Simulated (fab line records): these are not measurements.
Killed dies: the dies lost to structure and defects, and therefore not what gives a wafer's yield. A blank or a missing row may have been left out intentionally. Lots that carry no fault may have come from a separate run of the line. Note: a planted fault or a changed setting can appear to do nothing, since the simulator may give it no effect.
Matching of chambers	flow n5_finfet	N5_MOL_CONTACT_COAG_ETCHBACK_136 on rie_diel-06 has 4 sister chambers
The step etches SiO2 in CHF3, target depth 25 nm, time 16.7 s. 8 wafers are shown with their chamber, then 8 later ones without.

== WAFERS PAIRED WITH THEIR CHAMBERS ==
wafer	chamber	throttle_valve_pct (%)	showerhead_plenum_p_Torr (Torr)
L074.4	0	18.75	2.40
L085.2	2	19.20	2.38
L085.5	1	18.96	2.31
L085.6	2	19.20	2.38
L090.1	1	18.98	2.31
L090.4	3	18.57	2.41
L090.5	3	18.60	2.41
L093.1	0	18.82	2.38

== WAFERS MISSING THEIR CHAMBER ==
wafer	throttle_valve_pct (%)	showerhead_plenum_p_Torr (Torr)
L093.4	18.99	2.31
L093.6	18.83	2.38
L094.1	18.60	2.40
L094.5	18.84	2.38
L094.6	18.58	2.40
L095.3	19.00	2.31
L095.5	18.62	2.40
L095.6	19.24	2.37

== WHICH CHAMBER EACH ONE RAN IN ==
wafer	from the rows above	in truth
L093.4	1	1
L093.6	0	0
L094.1	3	3
L094.5	0	0
L094.6	3	3
L095.3	1	1
L095.5	3	3
L095.6	2	2
8 of 8 placed correctly. From these rows, 0 cannot be placed. Wrongly placed: 0.
How it was worked out, from the rows above alone: a wafer's distance from a chamber is the root of the sum, over the readings, of the square of ((its reading less the chamber's mean) divided by the reading's scatter). The wafer belongs to the nearest chamber; if the next one is less than 2 further off, it can't be placed. A chamber's mean is the mean of its shown wafers. How the scatter is found: for the shown wafers, subtract from each reading the mean of its chamber, square and add these, divide the total by (wafers less chambers), then take the root.
